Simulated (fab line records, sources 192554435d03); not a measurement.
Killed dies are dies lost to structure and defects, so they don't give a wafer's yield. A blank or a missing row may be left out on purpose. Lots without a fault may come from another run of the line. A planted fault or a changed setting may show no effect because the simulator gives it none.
Chamber matching | flow n5_finfet | N5_DUMMY_GATE_STRIP_40 on rie_diel-02: 4 sister chambers
The step strips in CF4. 4 wafers are shown with their chamber, then 10 later ones without.

WAFERS WITH THEIR CHAMBER
wafer  | chamber | drypump_motor_current_A (A)
L087.3 | 1       | 5.9
L087.6 | 2       | 5.3
L091.3 | 3       | 5.9
L091.5 | 0       | 6.5

WAFERS WITHOUT THEIR CHAMBER
wafer  | drypump_motor_current_A (A)
L091.6 | 5.9
L092.3 | 5.9
L092.4 | 5.3
L092.6 | 5.9
L093.1 | 5.2
L093.2 | 5.9
L093.4 | 6.5
L096.2 | 5.9
L096.3 | 5.9
L096.4 | 5.2

WHICH CHAMBER EACH WENT THROUGH
wafer  | from the rows above     | in truth
L091.6 | can't be placed: 1 or 3 | 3
L092.3 | can't be placed: 1 or 3 | 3
L092.4 | 2                       | 2
L092.6 | can't be placed: 1 or 3 | 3
L093.1 | 2                       | 2
L093.2 | can't be placed: 1 or 3 | 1
L093.4 | 0                       | 0
L096.2 | can't be placed: 1 or 3 | 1
L096.3 | can't be placed: 1 or 3 | 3
L096.4 | 2                       | 2
Placed correctly: 4 of 10. Can't be placed from these rows: 6 (the true chamber is among the candidates in 6). Placed wrongly: 0.
How it was worked out, from the rows above alone: a wafer's distance from a chamber is the root of the sum, over the readings, of the square of ((its reading less the chamber's mean) divided by the reading's scatter). The wafer belongs to the nearest chamber; if the next one is less than 2 further off, it can't be placed. A chamber's mean is the mean of its shown wafers. The scatter: with one shown wafer a chamber, the root of the mean of the squares of how far each hidden wafer lies from its nearest shown one.
